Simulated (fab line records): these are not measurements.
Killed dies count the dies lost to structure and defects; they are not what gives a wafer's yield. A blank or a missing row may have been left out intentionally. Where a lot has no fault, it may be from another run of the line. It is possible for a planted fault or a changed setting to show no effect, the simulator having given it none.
A struck lot beside a sound one | flow nand harc | 43 out of 1159 route steps
Sound: wafers L643.2, L643.4, L643.5. Struck: wafers L645.3, L645.6. (L645.5 of the same lot was not struck and is left out.) The cause comes at the end.
At each step with rows: each side's tool, then ch and its chambers, then its first start. Under that, the readings that differ: sound wafers | struck wafers | difference of the means | sigmas: that difference in standard deviations of wafers without a fault.
alike: a reading whose means differ by less than 2 such deviations, as well as words and numbers matching on both sides. not compared: withheld readings; readings where some wafer has no value; bounds like >300 that might hide an equal value; numbers whose values overlap and for which the record gives no deviation.
Wherever a step has rows on one side only, a row that says differs or no value, or a row with sigmas, the two part there. Non-overlapping numbers with no deviation appear without sigmas and do not part them. Lack of a reading on every wafer of one side parts them only where that side has two or more wafers.

NHARC_A_CONTACT_CD_MEAS_42 targets a cd of 200 nm.
  sound on cd sem-03 ch 0, day 17 04:25; struck on cd sem-02 ch 0, day 17 19:58
  alike: cd nm
NHARC_A_CONTACT_OVL_MEAS_43:
  struck on overlay-01, day 17 20:04; sound on overlay-01, day 17 04:31
  alike: overlay x nm, overlay y nm
NHARC_A_CONTACT_INSPECT_44:
  struck on defect inspect-01, day 17 20:05; sound on defect inspect-01, day 17 04:32
  alike: raw defect count
then, 6 steps without rows for these wafers: NHARC_A_CONTACT_DESCUM_47 (chemistry O2, time 3 s); NHARC_A_CONTACT_ETCH_48 (etches the open film in CF4, target depth 39 nm, time 65 s); NHARC_A_CONTACT_ETCH_49 (etches the open film in N2/H2, target depth 260 nm, time 475.3 s); NHARC_A_CONTACT_ETCH_50 (etches the open film in CF4/CHF3, target depth 84.7 nm, time 42.4 s); NHARC_A_CONTACT_ETCH_51 (etches the open film in O2/COS, target depth 3600 nm, time 936 s); NHARC_A_CONTACT_ETCH_111 (etches the open film in C4F8/O2/Ar, time 140 s, target depth 700 nm).
NHARC_A_CONTACT_ETCH_112: etches the open film in C4F8/O2/Ar, time 94 s, target depth 922 nm.
  sound on har cap etch-03 ch 0,1, day 17 06:18; struck on har cap etch-03 ch 0, day 17 22:06
  not compared: rf hours counter h
then, 2 steps without rows for these wafers: NHARC_A_CONTACT_ETCH_113 (etches the open film in C4F8/O2/Ar, time 94 s, target depth 922 nm); NHARC_A_CONTACT_ETCH_114 (etches the open film in C4F8/O2/Ar, time 94 s, target depth 922 nm).
NHARC_A_CONTACT_ETCH_115: etches the open film in C4F8/O2/Ar, time 94 s, target depth 922 nm.
  sound on har cap etch-03 ch 0,1, day 17 06:34; struck on har cap etch-03 ch 0, day 17 22:22
  not compared: rf hours counter h
then, 2 steps without rows for these wafers: NHARC_A_CONTACT_ETCH_116 (etches the open film in C4F8/O2/Ar, time 94 s, target depth 922 nm); NHARC_A_CONTACT_ETCH_117 (etches the open film in C4F8/O2/Ar, time 94 s, target depth 922 nm).
NHARC_A_CONTACT_ETCH_118: etches the open film in C4F8/O2/Ar, time 94 s, target depth 922 nm.
  sound on har cap etch-03 ch 0,1, day 17 06:50; struck on har cap etch-03 ch 0, day 17 22:38
  not compared: rf hours counter h
then, 3 steps without rows for these wafers: NHARC_A_CONTACT_ETCH_119 (etches the open film in C4F8/O2/Ar, time 94 s, target depth 922 nm); NHARC_A_CONTACT_ETCH_120 (etches the open film in C4F8/O2/Ar, time 94 s, target depth 922 nm); NHARC_A_CONTACT_ETCH_121 (etches the open film in C4F8/O2/Ar, time 94 s, target depth 922 nm).
NHARC_A_CONTACT_ETCH_122: etches the open film in C4F8/O2/Ar, time 95 s, target depth 930 nm.
  sound on har cap etch-03 ch 0,1, day 17 07:13; struck on har cap etch-03 ch 0, day 17 23:01
  not compared: rf hours counter h
then, 1 step without rows for these wafers: NHARC_A_CONTACT_ETCH_123 (etches the open film in C4F8/O2/Ar, time 253 s, target depth 1090 nm).
NHARC_A_CONTACT_ETCH_90: etches the open film in CH3F/O2, target depth 40 nm, time 85.7 s.
  sound on rie diel-06 ch 0,2,3, day 17 07:55; struck on rie diel-03 ch 0, day 17 23:39
  alike: drypump motor current A, o2 flow sccm, oes product au, rf vpp V, showerhead plenum p Torr, throttle valve pct
  not compared: rf hours counter h
then, 1 step without rows for these wafers: NHARC_A_CONTACT_ETCH_96 (etches the open film in C4F6/O2, target depth 20 nm, time 10 s).
NHARC_A_CONTACT_CD_MEAS_53:
  struck on cd sem-01, day 17 23:52; sound on cd sem-02, day 17 08:07
  alike: cd nm
then, 7 steps without rows for these wafers: NHARC_A_CONTACT_STRIP_99 (strips in N2/H2); NHARC_A_CONTACT_STRIP_100 (strips in CF4/CHF3); NHARC_A_CONTACT_STRIP_101 (strips in O2/COS); NHARC_A_CONTACT_ETCH_102 (etches the open film in CF4/O2, target depth 70 nm, overetch 7 nm, time 38.5 s); NHARC_A_CONTACT_STRIP_55 (strips in O2); NHARC_A_CONTACT_STRIP_56 (strips in post etch residue remover, time 600 s); NHARC_A_CONTACT_DEP_57 (deposits aC, target thk 2800 nm).
NHARC_A_CONTACT_DEP_58: deposits SiON, target thk 60 nm.
  sound on pecvd-04 ch 0,1, day 17 12:33; struck on pecvd-01 ch 0, day 18 02:36
  alike: heater power w, susceptor temp C
then, 10 steps without rows for these wafers: NHARC_A_CONTACT_DEHYDRATE_59 (time 120 s); NHARC_A_CONTACT_HMDS_60 (time 30 s); NHARC_A_CONTACT_COAT_61 (time 75 s); NHARC_A_CONTACT_COAT_62 (time 65 s); NHARC_A_CONTACT_COAT_63 (resist thk 90 nm); NHARC_A_CONTACT_SOFTBAKE_64 (time 55 s); NHARC_A_CONTACT_EBR_65; NHARC_A_CONTACT_EXPOSE_66 (exposes mask A CC 2); NHARC_A_CONTACT_PEB_67 (peb time 65 s); NHARC_A_CONTACT_DEVELOP_68 (develop time 35 s).
-- break in the record here, with 3 days between the starts of the struck wafers on either side (left off in module A_CONTACT, picked up again in module END, where the first step shown is number 1159 on the route) --
NHARC_END_SORT_01:
  here the record holds rows for the struck wafers (prober-01 ch 0, day 21 01:41) but none for the sound ones

## WHERE THEY PART
Only at NHARC_END_SORT_01, within this record.

WHY: the cause the simulator had injected
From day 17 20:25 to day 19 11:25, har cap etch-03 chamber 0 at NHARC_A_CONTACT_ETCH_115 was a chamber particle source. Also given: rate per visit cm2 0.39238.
